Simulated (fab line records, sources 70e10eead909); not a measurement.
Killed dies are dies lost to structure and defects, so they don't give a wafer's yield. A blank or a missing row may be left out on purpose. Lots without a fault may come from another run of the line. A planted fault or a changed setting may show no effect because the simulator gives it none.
Problem report in the 8D (eight disciplines) form, filled by code | flow nand_harc | the parts of the form that need people (team, actions taken, sign-off) are left out

1. THE PROBLEM
thk_nm at NHARC_A_ONON_D1_THK_MEAS_02 reads a mean of 1684 nm on 2 wafers of 2 lots; wafers without a fault read 1000 nm with a standard deviation of 6.3. That is +99 or more standard deviations from the usual mean.
The step: measures by ellipsometry.
First seen on wafer L625.4, day 10 01:16, on film_metro-01. The record holds 39 wafers of 13 lots with a number at this step. Rule for "out", or "out of limits": more than 4 standard deviations from the usual mean. The other wafers with a number count as sound.

2. WHAT IT IS AND WHAT IT IS NOT
question                    | is                | is not
which readings at this step | thk_nm            | -
which lots                  | L625, L628        | L615, L616, L618, L619, L620, L622, L623, L624, L633, L634, L637
which wafers of those lots  | L625.4, L628.5    | L625.1, L625.2, L628.1, L628.3
read on which gauges        | film_metro-01     | film_metro-02
when                        | from day 10 01:16 | up to then (26 sound wafers); but 11 sound wafers of L628, L633, L634, L637 came after

3. SUSPECTS, AND WHAT RULES EACH OUT
Counting: a tool at a process step up to the reading stays a suspect if it ran every lot that is out. Sound lots after the first of them don't rule it out here, since some wafers of a struck lot are sound.
- the gauge at NHARC_A_ONON_D1_THK_MEAS_02: ruled out. All the wafers that are out were read on film_metro-01, but those of them that NHARC_END_SORT_01 has rows for are out there too, on other tools.
- pecvd_onon-01 at NHARC_A_ONON_D1_DEP_00 (target thk 1000 nm): kept. It ran every lot that is out, first L625 (day 10 00:46); its last sound lot up to then is L623 (day 9 16:19).
Left after counting: pecvd_onon-01 at NHARC_A_ONON_D1_DEP_00.

4. THE CAUSE (what the simulator had put in)
Process parameter drift: pecvd_onon-01, from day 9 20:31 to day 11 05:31, at NHARC_A_ONON_D1_DEP_00. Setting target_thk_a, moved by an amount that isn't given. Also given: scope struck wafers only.
Counting left only this tool.

5. THE CHAIN OF EFFECTS, in route order
Each row: a reading whose mean over the struck wafers that have a number lies more than 3 standard deviations from the usual. Only readings for which the record gives a usual standard deviation are gone through. hours: the time from each lot's start at the first step in this table that gives one to its start at this step, as a median over the lots. sigmas: the change in usual standard deviations.
hours | step                        | reading         | usual   | on struck wafers | change | sigmas
0     | NHARC_A_ONON_D1_THK_MEAS_02 | thk_nm          | 1000 nm | 1684             | +684   | +99 or more
288   | NHARC_END_SORT_01           | killed_at_array | 28      | 673              | +645   | +72
288   | NHARC_END_SORT_01           | killed_dies     | 32      | 677              | +645   | +69

6. WHAT WOULD HAVE CAUGHT IT SOONER
In this record the first reading out of limits at a measuring or inspecting step was taken at day 10 01:16, 5 hours after the fault began at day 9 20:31.
Of the lots that are out (2), L628 began NHARC_A_ONON_D1_DEP_00 on pecvd_onon-01 after day 10 01:16. A hold on the tool at that time would have spared it.
